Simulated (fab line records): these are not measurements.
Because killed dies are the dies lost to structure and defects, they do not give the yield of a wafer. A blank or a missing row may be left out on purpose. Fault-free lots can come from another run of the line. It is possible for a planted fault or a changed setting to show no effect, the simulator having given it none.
fab line records	flow nandHarc
record: lots: 24	wafers: 72	lastDay: 33
route steps=1302 shown P_BONDPAD@379 A_ONON_D1@439 A_CHANNEL_HOLE_D1@450 A_CHANNEL_FILL_D1@493
lots that met no fault: taken from a fault-free run of the same line
startH: hours from the record's opening day to when the first of the lot's shown wafers began	waitH: how many hours have passed since the lot's step before this one	" the same as in the row above	L1.1+2: a single row standing in for several wafers	- no value, or no start given	* or withheld: withheld	< > ~ a bound
route shown NAME@n: names a module that has steps shown in the file, with the first one's number in the route	usual: mean/standard deviation taken from wafers without a fault	same: alike in all rows	chamber/n: place in a boat	sites: the reading at each site	_std_site: the values' standard deviation	_edge_site: the outer-site mean with the inner-site mean subtracted	radiusMm: how far each site lies from the wafer's centre	mask NAME#n: copy n	behind: tool/chamber where the wafer was last shaped	hold: cause of the lot's hold/its duration in hours/its outcome	device: the n, p or np transistor that did not switch	end of line: tests run on the same wafers once the route is complete	step lacking rows: just its recipe	killed: dies that structure and defects cost at the first sort, which is not the same as the wafer's yield	map: a wafer's dies, x killed, . not, _ none there
set.NAME: the setting as run; set.NAME@STEP: as run at that earlier step	model.NAME: the simulator's own value behind a step, which no gauge read
one table for each step of the route and one row for each wafer, over a sample of lots
services: from which hour (startH, from the record's first day; less than 0 if before it) a tool's chamber was out of use, for how many hours, and why
== steps ==
step: NHARC_P_BONDPAD_ANNEAL_28
recipe: tempC: 225	timeS: 90
usual: wafer_temp_C_max: 226.5/0.52
lot.wafer	tool	chamber	startH	waitH	wafer_temp_C_max
L075.1	rtpAnneal-01	0	140.03	0.3	226.4
L075.2	"	0	"	"	226.9
L075.6	"	0	"	"	226.6
L074.1	rtpAnneal-02	0	140.95	0.3	226.1
L074.2	"	0	"	"	226.0
L074.5	"	0	"	"	225.9
L076.1	rtpAnneal-02	0	157.00	-	225.9
L076.2	"	0	"	"	226.2
L076.3	"	0	"	"	226.1
L077.1	rtpAnneal-01	0	164.46	0.3	227.5
L077.2	"	0	"	"	227.5
L077.6	"	0	"	"	227.0
L078.2	rtpAnneal-02	0	172.41	0.4	225.8
L078.3	"	0	"	"	226.1
L078.6	"	0	"	"	225.9
L079.2	rtpAnneal-01	0	185.91	0.4	227.0
L079.4	"	0	"	"	227.2
L079.5	"	0	"	"	226.4
L080.1	rtpAnneal-01	0	190.60	0.3	227.9
L080.2	"	0	"	"	227.1
L080.3	"	0	"	"	226.5
L081.2	rtpAnneal-02	0	202.94	0.5	226.5
L081.3	"	0	"	"	225.9
L081.4	"	0	"	"	226.1
L082.1	rtpAnneal-01	0	216.62	0.3	227.0
L082.2	"	0	"	"	227.0
L082.5	"	0	"	"	226.5
L083.3	rtpAnneal-02	0	222.82	-	226.2
L083.4	"	0	"	"	226.6
L083.6	"	0	"	"	226.5
L084.4	rtpAnneal-02	0	236.92	0.3	226.0
L084.5	"	0	"	"	225.7
L084.6	"	0	"	"	226.3
L085.2	rtpAnneal-02	0	245.36	0.3	226.1
L085.5	"	0	"	"	225.8
L085.6	"	0	"	"	225.9
L087.1	rtpAnneal-02	0	264.88	0.3	226.4
L087.4	"	0	"	"	226.3
L087.6	"	0	"	"	226.2
L086.3	rtpAnneal-02	0	266.08	-	226.1
L086.4	"	0	"	"	226.0
L086.5	"	0	"	"	226.3
L088.3	rtpAnneal-01	0	279.38	-	227.0
L088.5	"	0	"	"	227.0
L088.6	"	0	"	"	227.1
L089.2	rtpAnneal-02	0	280.44	-	226.0
L089.5	"	0	"	"	226.2
L089.6	"	0	"	"	225.7
L090.1	rtpAnneal-02	0	295.23	-	226.0
L090.2	"	0	"	"	226.0
L090.4	"	0	"	"	226.1
L091.1	rtpAnneal-01	0	305.51	-	227.2
L091.3	"	0	"	"	227.0
L091.4	"	0	"	"	227.2
L092.1	rtpAnneal-01	0	312.66	0.3	226.8
L092.4	"	0	"	"	227.0
L092.5	"	0	"	"	227.4
L093.1	rtpAnneal-01	0	322.43	0.3	226.5
L093.2	"	0	"	"	226.7
L093.4	"	0	"	"	226.8
L094.3	rtpAnneal-01	0	337.95	0.3	226.4
L094.4	"	0	"	"	227.0
L094.6	"	0	"	"	227.0
L095.1	rtpAnneal-01	0	341.81	-	226.5
L095.2	"	0	"	"	227.1
L095.4	"	0	"	"	226.9
L096.2	rtpAnneal-02	0	356.60	-	225.9
L096.3	"	0	"	"	226.0
L096.6	"	0	"	"	226.0
L097.2	rtpAnneal-02	0	363.80	-	226.1
L097.3	"	0	"	"	226.1
L097.4	"	0	"	"	226.3
step: NHARC_A_ONON_D1_THK_MEAS_21
recipe: thkMeasGauge: ellipsometry
usual: thkNm: 999/7.9
lot.wafer	tool	chamber	startH	waitH	thkNm
L075.1	filmMetro-01	-	174.87	-	1001
L075.2	"	-	"	"	1001
L075.6	"	-	"	"	1002
L074.1	filmMetro-02	-	174.87	-	1007
L074.2	"	-	"	"	1008
L074.5	"	-	"	"	1007
L076.1	filmMetro-02	-	191.76	-	1008
L076.2	"	-	"	"	1006
L076.3	"	-	"	"	1009
L077.1	filmMetro-02	-	200.29	-	989
L077.2	"	-	"	"	990
L077.6	"	-	"	"	989
L078.2	filmMetro-01	-	209.94	-	1004
L078.3	"	-	"	"	1001
L078.6	"	-	"	"	1003
L080.1	filmMetro-02	-	223.02	-	1003
L080.2	"	-	"	"	1001
L080.3	"	-	"	"	1003
L079.2	filmMetro-01	-	223.02	-	1002
L079.4	"	-	"	"	1003
L079.5	"	-	"	"	1004
L081.2	filmMetro-01	-	238.36	-	1004
L081.3	"	-	"	"	1003
L081.4	"	-	"	"	1000
L082.1	filmMetro-01	-	253.52	-	996
L082.2	"	-	"	"	997
L082.5	"	-	"	"	996
L083.3	filmMetro-01	-	257.11	-	993
L083.4	"	-	"	"	991
L083.6	"	-	"	"	991
L084.4	filmMetro-01	-	272.97	-	1008
L084.5	"	-	"	"	1007
L084.6	"	-	"	"	1010
L085.2	filmMetro-01	-	284.86	-	999
L085.5	"	-	"	"	998
L085.6	"	-	"	"	999
L086.3	filmMetro-02	-	299.71	-	1005
L086.4	"	-	"	"	1006
L086.5	"	-	"	"	1005
L087.1	filmMetro-01	-	299.72	-	997
L087.4	"	-	"	"	997
L087.6	"	-	"	"	997
L089.2	filmMetro-02	-	317.84	-	998
L089.5	"	-	"	"	997
L089.6	"	-	"	"	999
L088.3	filmMetro-02	-	317.85	-	1002
L088.5	"	-	"	"	1002
L088.6	"	-	"	"	1001
L090.1	filmMetro-02	-	332.30	-	996
L090.2	"	-	"	"	995
L090.4	"	-	"	"	994
L091.1	filmMetro-01	-	342.55	-	1004
L091.3	"	-	"	"	1005
L091.4	"	-	"	"	1006
L092.1	filmMetro-02	-	349.07	-	976
L092.4	"	-	"	"	976
L092.5	"	-	"	"	976
L093.1	filmMetro-01	-	357.52	-	998
L093.2	"	-	"	"	999
L093.4	"	-	"	"	997
L094.3	filmMetro-01	-	373.15	-	984
L094.4	"	-	"	"	984
L094.6	"	-	"	"	986
L095.1	filmMetro-01	-	378.04	-	1005
L095.2	"	-	"	"	1006
L095.4	"	-	"	"	1004
L096.2	filmMetro-02	-	397.77	-	993
L096.3	"	-	"	"	995
L096.6	"	-	"	"	995
L097.2	filmMetro-01	-	397.78	-	1012
L097.3	"	-	"	"	1012
L097.4	"	-	"	"	1013
step: NHARC_A_CHANNEL_HOLE_D1_DEP_00
recipe: targetThkA: 31000	tempC: 400	material: aC
usual: throttleValvePct: 34.999/0.0091
lot.wafer	tool	chamber	startH	waitH	throttleValvePct
L075.1	aclDep-03	0	177.30	0.2	34.999
L075.2	"	0	"	"	35.013
L075.6	"	0	178.90	1.8	34.999
L074.1	aclDep-02	0	178.18	1.1	35.000
L074.2	"	0	"	"	34.987
L074.5	"	0	"	"	34.993
L076.1	aclDep-02	0	197.58	3.6	34.980
L076.2	"	0	"	"	34.993
L076.3	"	0	"	"	34.999
L077.1	aclDep-01	0	202.60	0.1	34.991
L077.2	"	0	"	"	35.001
L077.6	"	0	204.16	1.6	35.005
L078.2	aclDep-02	0	212.60	0.4	35.001
L078.3	"	0	"	"	34.993
L078.6	"	0	"	"	34.996
L080.1	aclDep-02	0	228.10	2.7	34.985
L080.2	"	0	"	"	34.998
L080.3	"	0	"	"	34.999
L079.2	aclDep-01	0	228.37	3.0	34.998
L079.4	"	0	"	"	34.978
L079.5	"	0	"	"	34.997
L081.2	aclDep-03	0	240.97	0.4	34.988
L081.3	"	0	"	"	35.005
L081.4	"	0	"	"	34.999
L082.1	aclDep-01	0	255.83	0.1	35.022
L082.2	"	0	"	"	34.995
L082.5	"	0	"	"	34.996
L083.3	aclDep-01	0	262.58	3.1	35.008
L083.4	"	0	"	"	34.996
L083.6	"	0	"	"	35.007
L084.4	aclDep-01	0	277.41	2.2	35.022
L084.5	"	0	"	"	35.010
L084.6	"	0	"	"	34.999
L085.2	aclDep-01	0	291.19	4.1	34.999
L085.5	"	0	"	"	35.010
L085.6	"	0	"	"	34.973
L086.3	aclDep-01	0	302.65	0.7	35.000
L086.4	"	0	"	"	34.991
L086.5	"	0	"	"	35.008
L087.1	aclDep-01	0	303.92	1.8	34.983
L087.4	"	0	"	"	35.000
L087.6	"	0	"	"	34.992
L089.2	aclDep-01	0	320.47	0.4	35.010
L089.5	"	0	"	"	35.010
L089.6	"	0	"	"	35.000
L088.3	aclDep-03	0	320.84	0.7	35.007
L088.5	"	0	"	"	34.993
L088.6	"	0	"	"	35.014
L090.1	aclDep-01	0	334.60	0.1	34.993
L090.2	"	0	"	"	34.993
L090.4	"	0	"	"	34.995
L091.1	aclDep-03	0	345.42	0.6	34.985
L091.3	"	0	"	"	34.989
L091.4	"	0	"	"	34.990
L092.1	aclDep-01	0	351.60	0.2	35.009
L092.4	"	0	"	"	35.002
L092.5	"	0	"	"	35.007
L093.1	aclDep-03	0	359.96	0.1	35.000
L093.2	"	0	"	"	35.007
L093.4	"	0	"	"	35.001
L095.1	aclDep-02	0	384.88	0.1	34.984
L095.2	"	0	"	"	35.004
L095.4	"	0	"	"	35.004
L094.3	aclDep-01	0	385.46	0.7	34.992
L094.4	"	0	"	"	34.997
L094.6	"	0	"	"	35.011
L096.2	aclDep-02	0	400.94	0.9	35.017
L096.3	"	0	"	"	35.010
L096.6	"	0	"	"	34.992
L097.2	aclDep-01	0	401.64	1.5	34.990
L097.3	"	0	"	"	34.994
L097.4	"	0	"	"	35.000
step: NHARC_A_CHANNEL_HOLE_D1_ETCH_34
recipe: targetDepthA: 1540	timeS: 77	cf4FlowSccm: 100	chf3FlowSccm: 30	arFlowSccm: 0	rfW: 500	biasW: 200	chemistry: CF4/CHF3
usual: chamberPressureMTorr: 24.999/0.025	drypumpMotorCurrentA: 6.1/0.35	oesProductAu: 0.947/0.024	rfVppV: 370.7/1.9	showerheadPlenumPTorr: 1.58/0.052	throttleValvePct: 16.803/0.0092
lot.wafer	tool	chamber	startH	waitH	chamberPressureMTorr	drypumpMotorCurrentA	oesProductAu	rfHoursCounterH	rfVppV	showerheadPlenumPTorr	throttleValvePct
L075.1	rieDiel-01	3	-	-	25.001	5.6	0.939	14	371.1	1.61	16.810
L075.2	"	1	"	"	25.010	6.7	0.926	15	371.7	1.59	16.796
L075.6	"	3	"	"	24.998	5.6	0.935	-	371.9	1.60	16.803
L074.1	rieDiel-01	0	-	-	25.019	6.1	0.942	14	370.2	1.54	16.802
L074.2	"	2	"	"	24.988	6.2	0.927	16	369.9	1.54	16.788
L074.5	"	0	"	"	24.951	6.1	0.942	-	369.1	1.54	16.820
L076.2	rieDiel-09	3	-	-	24.942	5.8	0.925	16	372.0	1.59	16.810
L076.1	"	0	"	"	24.988	6.1	0.945	14	369.5	1.57	16.801
L076.3	"	1	"	"	24.980	6.2	0.922	13	370.2	1.55	16.797
L077.2	rieDiel-09	1	-	-	25.040	6.2	0.957	14	370.4	1.55	16.800
L077.1	"	0	"	"	24.969	6.0	0.981	15	369.3	1.57	16.816
L077.6	"	1	"	"	24.981	6.2	0.940	-	369.9	1.55	16.796
L078.3	rieDiel-01	1	-	-	24.942	6.6	0.961	1	371.0	1.59	16.800
L078.2	"	3	"	"	25.015	5.6	0.957	1	372.5	1.60	16.793
L078.6	"	3	"	"	25.047	5.6	0.958	-	373.1	1.60	16.801
L079.2	rieDiel-01	2	-	-	24.989	6.2	0.962	1	369.3	1.54	16.805
L079.4	"	0	"	"	24.999	6.1	0.961	2	368.4	1.54	16.808
L079.5	"	3	"	"	25.030	5.6	0.955	-	369.5	1.60	16.792
L080.3	rieDiel-01	1	-	-	24.950	6.6	0.934	2	370.6	1.59	16.789
L080.1	"	2	"	"	25.000	6.2	0.943	1	367.7	1.54	16.783
L080.2	"	3	"	"	25.025	5.6	0.950	2	371.5	1.60	16.805
L081.3	rieDiel-01	3	-	-	24.994	5.6	0.973	4	369.9	1.60	16.799
L081.2	"	0	"	"	25.008	6.1	0.983	3	370.0	1.54	16.796
L081.4	"	1	"	"	24.994	6.6	0.954	4	371.7	1.59	16.800
L082.2	rieDiel-01	2	-	-	25.038	6.2	0.963	4	369.2	1.54	16.809
L082.1	"	0	"	"	25.009	6.1	0.979	5	371.1	1.54	16.807
L082.5	"	1	"	"	25.022	6.6	0.976	-	370.9	1.59	16.814
L083.3	rieDiel-01	2	-	-	25.007	6.2	0.949	4	369.7	1.54	16.813
L083.4	"	0	"	"	24.985	6.1	0.961	5	370.9	1.54	16.813
L083.6	"	2	"	"	24.982	6.2	0.943	-	370.2	1.54	16.818
L084.4	rieDiel-01	3	-	-	25.026	5.6	0.933	6	371.8	1.60	16.805
L084.6	"	1	"	"	24.970	6.6	0.921	-	370.7	1.59	16.796
L084.5	"	2	"	"	24.993	6.2	0.904	-	369.3	1.54	16.797
L085.2	rieDiel-01	2	-	-	24.998	6.2	0.896	6	368.9	1.54	16.800
L085.5	"	3	"	"	24.984	5.6	0.919	-	371.9	1.60	16.794
L085.6	"	0	"	"	24.960	6.1	0.940	-	369.6	1.54	16.808
L086.4	rieDiel-01	0	-	-	24.990	6.1	0.931	9	370.0	1.54	16.803
L086.3	"	3	"	"	24.999	5.6	0.922	9	371.6	1.60	16.816
L086.5	"	1	"	"	25.000	6.6	0.918	-	371.4	1.59	16.792
L087.1	rieDiel-02	3	-	-	24.998	5.5	0.941	33	367.5	1.53	16.789
L087.6	"	2	"	"	24.989	6.4	0.960	-	374.0	1.69	16.787
L087.4	"	3	"	"	25.019	5.5	0.955	-	368.0	1.53	16.800
L089.2	rieDiel-01	1	-	-	24.961	6.6	0.917	11	371.5	1.59	16.801
L089.5	"	3	"	"	24.992	5.6	0.918	-	371.9	1.60	16.804
L089.6	"	0	"	"	24.993	6.1	0.934	-	370.4	1.54	16.807
L088.3	rieDiel-02	0	-	-	25.009	6.1	0.929	28	375.3	1.69	16.813
L088.6	"	3	"	"	24.950	5.5	0.917	-	369.7	1.53	16.808
L088.5	"	0	"	"	25.005	6.1	0.921	-	373.1	1.69	16.807
L090.2	rieDiel-02	3	-	-	25.019	5.5	0.959	43	369.7	1.52	16.808
L090.4	"	0	"	"	25.001	6.1	0.987	33	373.6	1.69	16.810
L090.1	"	1	"	"	24.973	5.9	1.000	42	372.4	1.62	16.803
L091.3	rieDiel-01	3	-	-	24.970	5.6	0.914	11	370.7	1.60	16.787
L091.1	"	1	"	"	24.962	6.7	0.922	12	371.2	1.59	16.808
L091.4	"	2	"	"	25.020	6.2	0.904	11	368.0	1.53	16.798
L092.1	rieDiel-01	1	-	-	25.014	6.6	0.922	13	370.8	1.59	16.825
L092.4	"	3	"	"	24.999	5.6	0.914	12	371.1	1.60	16.790
L092.5	"	0	"	"	25.003	6.1	0.931	-	369.1	1.54	16.784
L093.2	rieDiel-02	2	-	-	25.043	6.4	0.951	54	374.8	1.69	16.810
L093.1	"	1	"	"	25.008	5.8	0.969	53	371.4	1.62	16.804
L093.4	"	2	"	"	25.002	6.5	0.966	-	374.5	1.69	16.801
L094.3	rieDiel-09	0	-	-	24.978	6.1	0.979	20	368.1	1.56	16.817
L094.4	"	1	"	"	25.010	6.2	0.976	14	368.8	1.54	16.799
L094.6	"	0	"	"	25.036	6.1	0.973	-	369.9	1.56	16.792
L095.1	rieDiel-02	2	-	-	24.988	6.4	0.911	65	373.2	1.68	16.807
L095.2	"	0	"	"	25.021	6.1	0.932	48	374.9	1.69	16.798
L095.4	"	3	"	"	24.994	5.5	0.914	-	368.1	1.52	16.799
L096.2	rieDiel-01	3	-	-	25.004	5.6	0.958	1	370.6	1.60	16.806
L096.3	"	0	"	"	25.017	6.1	0.994	1	369.3	1.54	16.811
L096.6	"	3	"	"	24.982	5.6	0.949	-	371.0	1.60	16.797
L097.3	rieDiel-02	0	-	-	25.030	6.1	0.985	0	373.4	1.69	16.811
L097.4	"	1	"	"	24.994	5.8	0.977	0	373.0	1.61	16.793
L097.2	"	2	"	"	24.986	6.5	0.957	0	372.9	1.68	16.803
step: NHARC_A_CHANNEL_HOLE_D1_ETCH_33
recipe: biasV: 400	sourceW: 2000	pressureMtorr: 25	timeS: 90	arFlowSccm: 375	c4f8FlowSccm: 41.7	o2FlowSccm: 83.3	tempC: -20	targetDepthA: 4000	chemistry: C4F8/O2/Ar
usual: c4f8FlowSccm: 41.70/0.13	chamberPressureMTorr: 24.999/0.022	drypumpMotorCurrentA: 5.5/0.64	o2FlowSccm: 83.32/0.24	showerheadPlenumPTorr: 3.72/0.057	throttleValvePct: 27.620/0.0085
lot.wafer	tool	chamber	startH	waitH	c4f8FlowSccm	chamberPressureMTorr	drypumpMotorCurrentA	o2FlowSccm	rfHoursCounterH	showerheadPlenumPTorr	throttleValvePct
L075.2	harEtch-02	1	185.32	0.2	41.85	24.979	5.3	83.47	303	3.70	27.616
L075.1	"	0	"	"	41.79	24.971	4.8	83.29	303	3.80	27.620
L075.6	"	0	"	"	41.87	25.019	4.8	83.50	-	3.80	27.624
L074.2	harEtch-01	1	186.17	0.2	41.71	25.011	5.2	83.62	87	3.72	27.622
L074.1	"	0	"	"	41.81	24.983	6.5	83.85	87	3.78	27.621
L074.5	"	1	"	"	41.76	25.004	5.2	83.73	-	3.72	27.619
L076.1	harEtch-02	1	205.97	0.2	41.55	24.988	5.3	83.26	318	3.69	27.620
L076.2	"	0	"	"	41.60	25.001	4.8	83.56	318	3.80	27.635
L076.3	"	0	"	"	41.76	25.041	4.8	83.85	-	3.80	27.614
L077.1	harEtch-01	1	210.57	0.2	41.81	25.012	5.2	83.24	102	3.72	27.616
L077.2	"	0	"	"	41.83	24.997	6.5	83.43	102	3.77	27.618
L077.6	"	0	"	"	41.73	24.968	6.4	83.31	-	3.77	27.622
L078.2	harEtch-02	0	221.09	0.2	41.77	24.981	4.8	83.38	326	3.79	27.617
L078.3	"	0	"	"	41.53	25.006	4.8	83.24	-	3.79	27.628
L078.6	"	0	"	"	41.64	24.979	4.8	83.42	-	3.79	27.622
L079.2	harEtch-01	1	236.77	0.2	41.72	25.012	5.2	83.21	118	3.71	27.618
L079.4	"	0	"	"	41.93	25.027	6.5	83.28	-	3.76	27.623
L079.5	"	0	"	"	41.80	25.036	6.5	83.25	-	3.76	27.622
L080.1	harEtch-02	1	237.28	0.2	41.83	25.032	5.3	83.44	337	3.68	27.629
L080.2	"	0	"	"	41.74	24.955	4.8	83.26	337	3.78	27.620
L080.3	"	0	"	"	41.63	25.049	4.8	83.23	-	3.79	27.617
L081.2	harEtch-02	0	248.52	0.2	41.64	25.012	4.8	83.18	341	3.78	27.634
L081.4	"	1	"	"	41.83	24.987	5.4	83.63	-	3.68	27.618
L081.3	"	0	"	"	41.59	24.974	4.8	82.81	-	3.78	27.617
L082.1	harEtch-02	0	267.69	0.3	41.87	24.998	4.8	83.23	357	3.77	27.632
L082.2	"	0	"	"	41.60	25.033	4.8	83.37	-	3.77	27.625
L082.5	"	0	"	"	41.85	25.034	4.8	82.92	-	3.77	27.625
L083.3	harEtch-01	1	270.03	0.2	41.69	24.999	5.2	83.19	-	3.70	27.625
L083.4	"	0	"	"	41.56	24.986	6.5	83.33	-	3.75	27.626
L083.6	"	1	"	"	41.76	25.008	5.2	83.11	-	3.70	27.627
L084.4	harEtch-01	1	286.43	0.2	41.85	24.995	5.2	83.44	-	3.69	27.619
L084.5	"	0	"	"	41.72	25.026	6.5	83.21	-	3.74	27.630
L084.6	"	1	"	"	41.74	24.990	5.2	83.49	-	3.69	27.623
L085.2	harEtch-01	1	302.62	0.2	41.48	24.975	5.2	83.06	156	3.69	27.628
L085.5	"	1	"	"	41.62	24.983	5.2	83.26	-	3.69	27.617
L085.6	"	0	"	"	41.62	25.018	6.5	83.31	-	3.74	27.625
L086.3	harEtch-01	0	309.95	0.2	41.75	24.973	6.5	82.89	-	3.74	27.615
L086.4	"	1	"	"	41.91	24.991	5.2	83.67	-	3.68	27.616
L086.5	"	0	"	"	41.66	24.967	6.5	83.20	-	3.74	27.631
L087.1	harEtch-02	1	312.13	0.2	41.56	24.982	5.3	83.16	368	3.66	27.608
L087.4	"	0	"	"	41.83	25.025	4.8	83.48	-	3.76	27.634
L087.6	"	0	"	"	41.70	25.039	4.8	83.33	-	3.76	27.613
L089.2	harEtch-01	0	329.50	0.2	41.74	24.985	6.5	82.76	175	3.73	27.626
L089.6	"	1	"	"	41.69	25.018	5.2	83.00	-	3.68	27.621
L089.5	"	0	"	"	41.67	24.998	6.5	83.01	-	3.73	27.614
L088.3	harEtch-02	1	331.26	0.2	41.45	25.034	5.3	83.46	-	3.65	27.610
L088.6	"	1	"	"	41.28	24.998	5.3	83.21	-	3.65	27.620
L088.5	"	0	"	"	41.70	24.969	4.8	83.37	-	3.75	27.617
L090.1	harEtch-02	0	342.48	0.2	41.74	25.022	4.8	83.13	395	3.75	27.611
L090.2	"	1	"	"	41.68	24.970	5.3	83.61	387	3.65	27.622
L090.4	"	0	"	"	41.61	24.978	4.8	84.07	-	3.75	27.618
L091.1	harEtch-01	0	353.41	0.2	41.64	24.999	6.5	83.34	186	3.72	27.614
L091.3	"	0	"	"	41.75	25.010	6.5	83.46	-	3.72	27.618
L091.4	"	1	"	"	41.57	25.007	5.2	83.17	-	3.67	27.619
L092.1	harEtch-01	1	361.84	0.2	41.45	24.971	5.2	83.30	194	3.67	27.623
L092.4	"	0	"	"	41.78	24.983	6.4	83.10	-	3.72	27.616
L092.5	"	1	"	"	41.60	24.982	5.2	83.03	-	3.67	27.621
L093.2	harEtch-01	1	368.32	0.2	41.67	24.983	5.2	83.11	198	3.66	27.603
L093.1	"	0	"	"	41.63	25.012	6.5	83.03	198	3.71	27.614
L093.4	"	1	"	"	41.55	25.011	5.2	83.00	-	3.66	27.606
L094.4	harEtch-01	1	392.91	0.2	41.74	24.990	5.2	83.26	-	3.66	27.616
L094.3	"	0	"	"	41.56	24.993	6.5	83.65	-	3.71	27.592
L094.6	"	0	"	"	41.51	24.978	6.5	83.47	-	3.71	27.609
L095.1	harEtch-01	0	397.01	0.2	41.66	25.001	6.5	83.34	213	3.71	27.631
L095.2	"	1	"	"	41.74	24.992	5.2	83.42	213	3.65	27.630
L095.4	"	1	"	"	41.87	25.003	5.2	82.91	-	3.65	27.624
L096.2	harEtch-01	0	410.15	0.2	41.73	25.000	6.5	83.55	224	3.70	27.628
L096.3	"	1	"	"	41.60	24.955	5.2	83.50	-	3.65	27.630
L096.6	"	0	"	"	41.69	25.021	6.5	83.37	-	3.70	27.622
L097.2	harEtch-02	1	410.88	0.2	41.45	25.011	5.3	83.32	15	3.97	27.621
L097.3	"	1	"	"	41.65	25.017	5.3	83.34	-	3.97	27.624
L097.4	"	0	"	"	41.63	25.007	4.8	83.56	-	3.73	27.604
step: NHARC_A_CHANNEL_FILL_D1_ALD_03
recipe: targetThkA: 60	pulseTimeS: 60	aldCycles: 58	tempC: 630	pressureTorr: 2	material: SiNx
usual: precursorPulseHeightRel: 0.999/0.022
lot.wafer	tool	chamber	startH	waitH	precursorPulseHeightRel
L074.1	aldSinBatch-01	0	-	-	1.012
L074.2	"	0	"	"	1.015
L074.5	"	0	"	"	0.974
L075.1	aldSinBatch-01	0	-	-	1.030
L075.2	"	0	"	"	1.022
L075.6	"	0	"	"	1.009
L076.1	aldSinBatch-03	0	-	-	1.026
L076.2	"	0	"	"	0.994
L076.3	"	0	"	"	1.016
L077.1	aldSinBatch-01	0	-	-	1.001
L077.2	"	0	"	"	0.975
L077.6	"	0	"	"	1.029
L078.2	aldSinBatch-02	0	-	-	1.036
L078.3	"	0	"	"	1.001
L078.6	"	0	"	"	0.944
L079.2	aldSinBatch-03	0	-	-	0.985
L079.4	"	0	"	"	1.021
L079.5	"	0	"	"	0.958
L080.1	aldSinBatch-03	0	-	-	0.991
L080.2	"	0	"	"	1.004
L080.3	"	0	"	"	1.013
L081.2	aldSinBatch-03	0	-	-	0.983
L081.3	"	0	"	"	0.988
L081.4	"	0	"	"	0.953
L082.1	aldSinBatch-03	0	-	-	1.014
L082.2	"	0	"	"	1.026
L082.5	"	0	"	"	0.998
L083.3	aldSinBatch-03	0	-	-	1.016
L083.4	"	0	"	"	1.001
L083.6	"	0	"	"	0.974
L084.4	aldSinBatch-03	0	-	-	0.970
L084.5	"	0	"	"	0.962
L084.6	"	0	"	"	1.032
L085.2	aldSinBatch-01	0	-	-	0.994
L085.5	"	0	"	"	1.002
L085.6	"	0	"	"	0.975
L086.3	aldSinBatch-02	0	-	-	1.001
L086.4	"	0	"	"	0.975
L086.5	"	0	"	"	0.997
L087.1	aldSinBatch-02	0	-	-	0.991
L087.4	"	0	"	"	0.979
L087.6	"	0	"	"	0.993
L088.3	aldSinBatch-03	0	-	-	1.018
L088.5	"	0	"	"	0.962
L088.6	"	0	"	"	0.998
L089.2	aldSinBatch-03	0	-	-	1.019
L089.5	"	0	"	"	0.991
L089.6	"	0	"	"	1.012
L090.1	aldSinBatch-03	0	-	-	0.996
L090.2	"	0	"	"	0.989
L090.4	"	0	"	"	0.953
L091.1	aldSinBatch-02	0	-	-	1.008
L091.3	"	0	"	"	0.995
L091.4	"	0	"	"	0.979
L092.1	aldSinBatch-03	0	-	-	1.037
L092.4	"	0	"	"	0.981
L092.5	"	0	"	"	1.021
L093.1	aldSinBatch-02	0	-	-	0.975
L093.2	"	0	"	"	1.046
L093.4	"	0	"	"	0.988
L094.3	aldSinBatch-03	0	-	-	0.987
L094.4	"	0	"	"	0.992
L094.6	"	0	"	"	1.005
L095.1	aldSinBatch-01	0	-	-	1.026
L095.2	"	0	"	"	1.005
L095.4	"	0	"	"	1.008
L096.2	aldSinBatch-03	0	-	-	0.999
L096.3	"	0	"	"	1.000
L096.6	"	0	"	"	1.014
L097.2	aldSinBatch-03	0	-	-	1.021
L097.3	"	0	"	"	1.012
L097.4	"	0	"	"	1.002
== services ==
tool	chamber	startH	hours	kind
aclDep-03	-	120.21	13.0	pm
rieDiel-09	-	143.14	9.0	pm
rieDiel-02	1	177.08	2.9	repair
aclDep-01	-	188.65	13.0	pm
aclDep-02	-	191.46	0.0	repair
rieDiel-02	1	196.36	6.5	repair
rieDiel-01	-	201.32	1.2	repair
rieDiel-01	-	203.80	9.0	pm
rieDiel-02	-	217.58	9.0	pm
harEtch-01	-	228.27	0.0	repair
rieDiel-02	3	246.38	3.0	repair
aclDep-02	-	249.15	13.0	pm
rieDiel-02	2	264.36	3.1	repair
aldSinBatch-02	-	267.29	26.0	pm
rieDiel-01	2	285.33	4.1	repair
rieDiel-02	0	286.10	6.8	repair
aclDep-03	-	301.21	13.0	pm
rieDiel-02	0	302.97	4.8	repair
harEtch-01	-	354.72	2.9	repair
aclDep-01	-	371.31	13.0	pm
rtpAnneal-01	-	372.00	12.0	pm
harEtch-02	-	377.00	17.0	pm
rieDiel-01	-	380.80	9.0	pm
rieDiel-02	-	394.58	9.0	pm
== key ==
fault none
